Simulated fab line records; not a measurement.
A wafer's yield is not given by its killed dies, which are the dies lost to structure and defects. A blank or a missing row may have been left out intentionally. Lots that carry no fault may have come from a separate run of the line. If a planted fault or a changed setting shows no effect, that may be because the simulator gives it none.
fab line records	flow n5Finfet
record lots=10	wafers=30	lastDay=17
route steps=1938 shown BEOL_M7@1310 BEOL_M8@1333 PASSIVATION@1936
lots that met no fault: from a run of the same line without faults
startH: hours from the record's first day to the start of the lot's first wafer shown	waitH: hours since the lot's step before	" repeats the value in the row above	L1.1+2: several wafers, shown together as one row	- either no value or no given start	* or withheld: withheld	< > ~ a bound
route shown NAME@n: a module of which the file shows steps, and the number in the route of the first	usual: average and standard deviation across the fault-free wafers	same: alike in all rows	chamber/n: place in a boat	sites: the reading at each site	_std_site: the values' standard deviation	_edge_site: inner sites' mean taken away from outer sites' mean	radiusMm: how far each site lies from the wafer's centre	mask NAME#n: copy n	behind: the tool/chamber that last shaped the wafer	hold: the reason the lot was held/the length of the hold in hours/how it ended	device: the transistor (n, p or np) that didn't switch	end of line: the tests these same wafers got at the end of their route	step lacking rows: just its recipe	killed: the dies lost at the first sort to structure and to defects; this is not the yield of the wafer	map: per-die view of a wafer (x killed, . not killed, _ where there is no die)
set.NAME: the setting that was run; set.NAME@STEP: the one run at that earlier step	model.NAME: the simulator's own value behind a step, which no gauge read
one table for each step of the route and one row for each wafer, over a sample of lots
services: a tool's chamber out of use, with start hour (startH, from the record's first day; less than 0 if before it), hours out, and reason
## steps
# step N5_BEOL_M7_STRIP_80
# recipe chemistry=N2/H2	timeS=10	powerW=450	tempC=40	pressureMtorr=20	rfFrequencyHz=6e+07	biasPowerW=7	n2FlowSccm=200	h2FlowSccm=200
# usual drypumpMotorCurrentA=5.7/0.52	n2FlowSccm=200.0/0.63	oesProductAu=0.81/0.072	rfVppV=59.0/0.92	showerheadPlenumPTorr=2.57/0.081	throttleValvePct=23.49/0.18
lot.wafer	tool	chamber	startH	waitH	drypumpMotorCurrentA	n2FlowSccm	oesProductAu	rfHoursCounterH	rfVppV	showerheadPlenumPTorr	throttleValvePct
L822.2	rieDiel-02	0	-	-	6.1	199.4	0.76	147	59.3	2.66	23.50
L822.3	"	3	"	"	4.8	200.2	0.69	238	61.4	2.60	23.53
L822.4	"	1	"	"	5.8	199.5	0.69	245	59.2	2.50	23.94
L825.2	rieDiel-03	3	-	-	5.8	199.7	0.89	34	60.8	2.58	23.49
L825.3	"	1	"	"	6.6	200.5	0.72	209	58.1	2.62	23.58
L825.4	"	0	"	"	5.6	200.0	0.92	28	59.4	2.49	23.08
L824.3	rieDiel-02	0	-	-	6.1	198.1	0.76	151	60.0	2.65	23.49
L824.5	"	0	"	"	6.1	199.1	0.75	-	59.2	2.65	23.51
L824.6	"	3	"	"	4.9	199.6	0.68	-	58.9	2.60	23.54
L830.1	rieDiel-01	1	-	-	5.7	201.0	0.76	155	58.8	2.54	23.61
L830.4	"	0	"	"	5.8	199.4	0.83	66	61.0	2.68	23.64
L830.6	"	2	"	"	4.9	199.7	0.82	-	57.5	2.45	23.17
L833.3	rieDiel-01	1	-	-	5.7	199.9	0.76	161	58.5	2.54	23.62
L833.5	"	2	"	"	4.9	199.6	0.82	-	58.1	2.45	23.17
L833.6	"	1	"	"	5.7	200.4	0.76	-	58.9	2.54	23.63
L834.1	rieDiel-03	3	-	-	5.8	199.8	0.86	55	60.2	2.58	23.55
L834.5	"	2	"	"	6.4	200.1	0.84	-	58.5	2.70	23.54
L834.6	"	3	"	"	5.8	199.0	0.86	-	58.0	2.58	23.52
L835.1	rieDiel-01	1	-	-	5.7	199.1	0.75	169	61.1	2.54	23.61
L835.2	"	0	"	"	5.8	201.0	0.81	80	60.1	2.67	23.65
L835.3	"	3	"	"	5.6	200.7	0.85	66	59.9	2.57	23.52
L841.1	rieDiel-03	1	-	-	6.6	198.7	0.70	240	58.9	2.60	23.62
L841.5	"	3	"	"	5.8	200.0	0.85	-	60.0	2.57	23.56
L841.6	"	2	"	"	6.4	198.7	0.83	-	59.7	2.69	23.55
L844.1	rieDiel-01	3	-	-	5.5	199.5	0.83	81	57.2	2.56	23.53
L844.3	"	0	"	"	5.8	200.5	0.80	88	58.4	2.67	23.67
L844.6	"	2	"	"	4.9	199.8	0.79	-	59.5	2.44	23.19
L845.3	rieDiel-03	3	-	-	5.7	200.3	0.84	76	59.2	2.57	23.55
L845.4	"	0	"	"	5.7	199.8	0.87	-	59.1	2.47	23.13
L845.6	"	3	"	"	5.7	200.7	0.84	-	59.7	2.57	23.57
# step N5_BEOL_M7_CURE_75
# recipe tempC=370	timeS=120	ambient=DMADMS/He	material=SiCOH_lowk
# usual lampPowerPct=52.31/0.056	wafer_temp_C_max=371.5/0.43
lot.wafer	tool	chamber	startH	waitH	lampPowerPct	wafer_temp_C_max
L822.2	uvCure-02	1	192.54	0.1	52.28	371.8
L822.3	"	1	"	"	52.29	371.1
L822.4	"	1	"	"	52.28	371.6
L825.2	uvCure-03	2	211.73	0.1	52.32	371.4
L825.3	"	2	"	"	52.42	371.9
L825.4	"	2	"	"	52.30	372.1
L824.3	uvCure-02	0	211.89	0.2	52.30	371.7
L824.5	"	0	"	"	52.43	371.6
L824.6	"	0	"	"	52.32	372.0
L830.1	uvCure-01	1	242.73	0.0	52.27	370.9
L830.4	"	1	"	"	52.31	370.7
L830.6	"	1	"	"	52.43	371.4
L833.3	uvCure-01	0	262.97	0.1	52.34	372.2
L833.5	"	0	"	"	52.41	371.1
L833.6	"	0	"	"	52.32	371.2
L834.1	uvCure-02	2	271.34	0.0	52.36	371.5
L834.5	"	2	"	"	52.24	372.1
L834.6	"	2	"	"	52.30	371.4
L835.1	uvCure-02	2	285.01	0.0	52.39	371.4
L835.2	"	2	"	"	52.33	371.8
L835.3	"	2	"	"	52.32	372.3
L841.1	uvCure-03	2	302.52	0.0	52.34	371.6
L841.5	"	2	"	"	52.38	371.8
L841.6	"	2	"	"	52.29	372.2
L844.1	uvCure-03	0	332.84	0.2	52.29	372.3
L844.3	"	0	"	"	52.34	372.1
L844.6	"	0	"	"	52.33	372.1
L845.3	uvCure-01	2	342.87	0.3	52.44	371.3
L845.4	"	2	"	"	52.35	371.8
L845.6	"	2	"	"	52.28	371.9
# step N5_BEOL_M7_CMP_52
# recipe stopOn=SiCOH_lowk	tOverpolishS=6.9	downForcePsi=1	platenRpm=50	clearingPlatenDownForcePsi=1.5	clearingPlatenRpm=50	postCmpClean=cuAlkaline	targetThkNm=80	clearingPlatenPadVelocityMS=0.99484	padVelocityMS=0.99484
# usual barrierFieldEndpointS=28.9/0.58	motorCurrentA=6.3/0.66	overpolishRunS=6.900/0.0091	slurryFlowMlMin=150.0/0.49	timeToEndpointS=61.9/2.2
lot.wafer	tool	chamber	startH	waitH	barrierFieldEndpointS	motorCurrentA	overpolishRunS	slurryFlowMlMin	timeToEndpointS
L822.3	cmp-04	3	194.09	0.2	27.7	6.6	6.897	150.2	58.0
L822.4	"	0	"	"	28.1	5.5	6.906	149.5	59.3
L822.2	"	1	"	"	27.7	6.8	6.902	149.8	59.9
L824.3	cmp-02	1	215.67	0.2	28.9	6.6	6.898	149.9	60.3
L824.5	"	0	"	"	29.4	5.4	6.896	150.4	60.2
L824.6	"	1	"	"	29.3	7.2	6.904	149.8	58.4
L825.3	cmp-02	2	215.91	0.2	29.2	5.9	6.895	150.1	61.6
L825.4	"	3	"	"	28.7	5.7	6.889	150.0	59.5
L825.2	"	0	"	"	28.2	5.3	6.891	148.9	60.8
L830.1	cmp-03	3	245.14	0.3	29.0	6.3	6.905	151.1	63.5
L830.4	"	0	"	"	29.5	5.9	6.907	149.8	61.5
L830.6	"	2	"	"	29.9	6.6	6.910	150.2	65.0
L833.3	cmp-04	2	266.19	0.3	28.9	7.3	6.889	149.6	62.7
L833.5	"	1	"	"	28.6	7.1	6.899	149.5	58.5
L833.6	"	2	"	"	29.1	7.1	6.896	149.8	63.1
L834.1	cmp-03	1	274.96	0.3	28.6	6.6	6.888	150.2	63.7
L834.6	"	1	"	"	28.2	6.8	6.910	149.9	62.4
L834.5	"	2	"	"	29.3	6.9	6.913	149.5	67.1
L835.2	cmp-03	0	286.67	0.2	29.3	6.2	6.901	150.1	62.5
L835.3	"	1	"	"	28.7	6.8	6.894	150.8	57.2
L835.1	"	3	"	"	28.5	6.2	6.905	150.8	59.9
L841.1	cmp-04	3	304.70	0.3	28.5	6.7	6.904	150.9	62.4
L841.6	"	3	"	"	28.6	7.0	6.913	149.8	61.5
L841.5	"	0	"	"	29.3	5.3	6.895	151.1	63.2
L844.1	cmp-02	0	337.39	0.3	29.5	5.0	6.900	150.4	64.5
L844.3	"	2	"	"	29.4	5.7	6.901	150.0	64.8
L844.6	"	3	"	"	30.1	5.6	6.907	150.0	67.7
L845.3	cmp-02	3	345.59	0.2	28.1	5.8	6.898	149.7	62.8
L845.4	"	0	"	"	29.3	5.4	6.903	149.9	61.5
L845.6	"	2	"	"	29.3	5.8	6.872	150.5	63.0
# step N5_BEOL_M7_INSPECT_58
# recipe inspectInstrument=darkfield	mode=postDep
# usual rawDefectCount=68/22
lot.wafer	tool	chamber	startH	waitH	rawDefectCount
L822.2	defectInspect-02	-	194.55	0.0	79
L822.3	"	-	"	"	79
L822.4	"	-	"	"	90
L824.3	defectInspect-02	-	216.12	0.0	39
L824.5	"	-	"	"	54
L824.6	"	-	"	"	16
L825.2	defectInspect-02	-	216.39	0.0	72
L825.3	"	-	"	"	66
L825.4	"	-	"	"	69
L830.1	defectInspect-01	-	245.52	0.0	64
L830.4	"	-	"	"	43
L830.6	"	-	"	"	56
L833.3	defectInspect-01	-	266.60	0.0	61
L833.5	"	-	"	"	96
L833.6	"	-	"	"	71
L834.1	defectInspect-02	-	275.41	0.0	1383
L834.5	"	-	"	"	45
L834.6	"	-	"	"	1483
L835.1	defectInspect-01	-	287.12	0.0	39
L835.2	"	-	"	"	63
L835.3	"	-	"	"	1450
L841.1	defectInspect-01	-	305.15	0.0	71
L841.5	"	-	"	"	46
L841.6	"	-	"	"	40
L844.1	defectInspect-01	-	337.81	0.0	89
L844.3	"	-	"	"	55
L844.6	"	-	"	"	67
L845.3	defectInspect-02	-	345.96	0.0	53
L845.4	"	-	"	"	73
L845.6	"	-	"	"	81
# step N5_BEOL_M8_CURE_74
# recipe tempC=385	timeS=240	ambient=He/Ar	material=SiCOH_lowk
# usual lampPowerPct=52.31/0.053	wafer_temp_C_max=386.8/0.53
lot.wafer	tool	chamber	startH	waitH	lampPowerPct	wafer_temp_C_max
L822.2	uvCure-02	0	194.73	0.1	52.26	386.7
L822.3	"	0	"	"	52.33	386.9
L822.4	"	0	"	"	52.33	386.6
L824.3	uvCure-03	0	216.38	0.2	52.26	387.1
L824.5	"	0	"	"	52.31	387.9
L824.6	"	0	"	"	52.29	387.8
L825.2	uvCure-01	2	216.57	0.1	52.34	387.3
L825.3	"	2	"	"	52.25	387.4
L825.4	"	2	"	"	52.30	386.9
L830.1	uvCure-01	2	245.63	0.1	52.29	386.8
L830.4	"	2	"	"	52.28	386.7
L830.6	"	2	"	"	52.36	387.3
L833.3	uvCure-01	1	267.38	0.7	52.32	386.9
L833.5	"	1	"	"	52.36	386.1
L833.6	"	1	"	"	52.32	386.4
L834.1	uvCure-01	0	275.53	0.1	52.24	386.3
L834.5	"	0	"	"	52.29	386.4
L834.6	"	0	"	"	52.32	386.2
L835.1	uvCure-01	2	287.23	0.0	52.24	387.3
L835.2	"	2	"	"	52.36	386.5
L835.3	"	2	"	"	52.23	387.4
L841.1	uvCure-02	1	305.25	0.0	52.36	386.8
L841.5	"	1	"	"	52.24	387.4
L841.6	"	1	"	"	52.26	386.7
L844.1	uvCure-02	2	338.06	0.2	52.24	386.6
L844.3	"	2	"	"	52.28	386.8
L844.6	"	2	"	"	52.25	386.5
L845.3	uvCure-02	1	346.25	0.2	52.35	386.1
L845.4	"	1	"	"	52.31	386.6
L845.6	"	1	"	"	52.32	386.7
# step N5_BEOL_M8_INSPECT_13
# recipe mode=adi	inspectInstrument=brightfield
# usual rawDefectCount=407/100
lot.wafer	tool	chamber	startH	waitH	rawDefectCount
L822.2	defectInspect-02	-	197.26	0.0	498
L822.3	"	-	"	"	480
L822.4	"	-	"	"	376
L824.3	defectInspect-01	-	218.26	0.0	290
L824.5	"	-	"	"	372
L824.6	"	-	"	"	309
L825.2	defectInspect-01	-	218.34	0.0	632
L825.3	"	-	"	"	682
L825.4	"	-	"	"	564
L830.1	defectInspect-01	-	246.94	0.0	472
L830.4	"	-	"	"	425
L830.6	"	-	"	"	429
L833.3	defectInspect-01	-	268.70	0.0	393
L833.5	"	-	"	"	410
L833.6	"	-	"	"	366
L834.1	defectInspect-02	-	277.26	0.0	1714
L834.5	"	-	"	"	555
L834.6	"	-	"	"	2052
L835.1	defectInspect-01	-	288.94	0.0	389
L835.2	"	-	"	"	362
L835.3	"	-	"	"	1733
L841.1	defectInspect-01	-	307.63	0.0	397
L841.5	"	-	"	"	325
L841.6	"	-	"	"	338
L844.1	defectInspect-02	-	340.16	0.0	506
L844.3	"	-	"	"	482
L844.6	"	-	"	"	469
L845.3	defectInspect-02	-	347.59	0.0	333
L845.4	"	-	"	"	442
L845.6	"	-	"	"	449
# step N5_PASSIVATION_PROBE_49
# usual defectLimitedYield=91.3/1.4	killed_at_M0_to_M3=34/10	killed_at_M4_up=13/4.8	killedAtContacts=12/6.1	killedAtFrontEnd=40/11	killedAtOther=3.7/2.8	killedDies=103/16	killedOnRim=13/3.6	killedOpen=67/12	killedShort=34/7.4	sort_bin_5_function=5.1/0.95	sort_bin_6_memory=3.2/0.62	sortNPass=1077/16	sortYieldPct=91.3/1.4
# same grossDies=1180	killedAtBackSide=0	sort_bin_4_leakage[%]=0	sort_bin_8_speed[%]=0
lot.wafer	tool	chamber	startH	waitH	defectLimitedYield[%]	killed_at_M0_to_M3	killed_at_M4_up	killedAtContacts	killedAtFrontEnd	killedAtOther	killedDies	killedOnRim	killedOpen	killedShort	sort_bin_5_function[%]	sort_bin_6_memory[%]	sortNPass	sortYieldPct[%]
L834.1	prober-01	-	342.79	0.0	29.9	19	768	7	28	5	827	109	41	24	49.7	15.2	353	29.9
L834.5	prober-01	-	342.99	0.2	93.0	35	11	3	25	9	83	14	49	32	4.4	2.5	1097	93.0
L834.6	prober-01	-	343.04	0.3	29.7	17	767	9	32	5	830	114	56	17	45.8	18.1	350	29.7
L835.1	prober-01	-	362.08	0.0	89.2	53	16	13	44	2	128	16	80	44	6.9	3.6	1052	89.2
L835.2	prober-01	-	362.13	0.1	89.6	35	21	16	49	2	123	21	79	43	6.5	3.5	1057	89.6
L835.3	prober-01	-	362.18	0.1	30.4	11	760	8	37	5	821	112	46	21	48.1	15.8	359	30.4
# killed by level:class
L834.1 BEOL_M7:unspecified=761 STI_FIN_REVEAL:geometricParticle:open=12 BEOL_M0_SAQP:geometricParticle:short=8 FIN_SAQP:geometricParticle:short=7 BEOL_M4:geometricParticle:open=6 FIN_SAQP:geometricParticle:open=5 MOL_CONTACT_COAG:geometricParticle:open=5 BEOL_M0_SAQP:geometricParticle:open=5
L834.5 BEOL_M0_SAQP:geometricParticle:open=10 FIN_SAQP:geometricParticle:open=7 BEOL_M0_SAQP:geometricParticle:short=6 BEOL_M2:geometricParticle:short=6 GATE_CUT:geometricParticle:short=4 BEOL_M2:geometricParticle:open=4 BEOL_M3:geometricParticle:short=4 BEOL_M4:geometricParticle:open=4
L834.6 BEOL_M7:unspecified=757 STI_FIN_REVEAL:geometricParticle:open=9 FIN_SAQP:geometricParticle:open=8 FIN_SAQP:geometricParticle:short=8 MOL_CONTACT_COAG:geometricParticle:open=8 BEOL_M0_SAQP:geometricParticle:open=6 BEOL_M7:geometricParticle:open=4 BEOL_M1:geometricParticle:short=3
L835.1 STI_FIN_REVEAL:geometricParticle:open=15 BEOL_M0_SAQP:geometricParticle:short=14 MOL_CONTACT_COAG:geometricParticle:open=12 BEOL_M3:geometricParticle:open=10 BEOL_M1:geometricParticle:open=9 FIN_SAQP:geometricParticle:open=6 BEOL_M0_SAQP:geometricParticle:open=6 BEOL_M4:geometricParticle:short=6
L835.2 MOL_CONTACT_COAG:geometricParticle:open=13 BEOL_M0_SAQP:geometricParticle:open=10 FIN_SAQP:geometricParticle:open=9 STI_FIN_REVEAL:geometricParticle:open=9 BEOL_M4:geometricParticle:short=8 FIN_SAQP:geometricParticle:short=7 BEOL_M0_SAQP:geometricParticle:short=7 BEOL_M4:geometricParticle:open=6
L835.3 BEOL_M7:unspecified=752 STI_FIN_REVEAL:geometricParticle:open=11 MOL_CONTACT_COAG:geometricParticle:open=7 FIN_SAQP:geometricParticle:open=6 GATE_CUT:geometricParticle:short=4 STARTING-WAFER:geometricParticle:short=4 BEOL_M2:geometricParticle:open=3 BEOL_M5:geometricParticle:open=3
## services
tool	chamber	startH	hours	kind
rieDiel-03	2	170.31	8.0	repair
cmp-04	-	171.25	1.6	repair
cmp-04	-	189.08	0.5	repair
cmp-03	-	193.33	4.0	pm
cmp-03	-	197.70	1.8	repair
cmp-03	-	200.88	9.4	pm
cmp-04	-	200.94	6.7	repair
uvCure-01	-	208.68	7.5	pm
rieDiel-03	3	214.67	3.1	repair
rieDiel-01	0	216.59	1.2	repair
rieDiel-03	2	224.91	9.3	repair
cmp-02	-	230.48	1.0	repair
rieDiel-03	0	240.51	12.8	repair
uvCure-02	-	241.33	2.1	pm
uvCure-02	-	263.19	7.3	repair
cmp-02	-	264.59	5.4	pm
uvCure-02	-	277.47	6.0	pm
cmp-02	-	296.11	2.5	repair
rieDiel-01	0	301.30	18.0	repair
rieDiel-01	2	304.72	3.9	repair
cmp-02	-	316.20	11.3	repair
uvCure-02	-	330.51	7.5	pm
uvCure-01	-	338.37	2.1	pm
uvCure-03	-	344.14	0.3	repair
## key
firstSign step=N5_BEOL_M7_INSPECT_58	reading=rawDefectCount	direction=up	sigmas=62	usual=68	struck=1439
effect step=N5_BEOL_M8_INSPECT_13	reading=rawDefectCount	direction=up	sigmas=14	usual=407	struck=1833
effect step=N5_PASSIVATION_PROBE_49	reading=killed_at_M4_up	direction=up	sigmas=99+	usual=13	struck=765
moreKillsBornAt N5_BEOL_M7_CMP_52@cmp-03=2270
metAt N5_BEOL_M7_CMP_52
struckLots L834,L835
struckWafers L834.1,L834.6,L835.3
notActingAt N5_BEOL_M7_STRIP_80,N5_BEOL_M7_CURE_75,N5_BEOL_M8_CURE_74
fault kind=chamberParticleSource	tool=cmp-03	chamber=1	onsetH=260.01	steps=N5_BEOL_M7_CMP_52	ratePerVisitCm2=2.067	endH=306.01
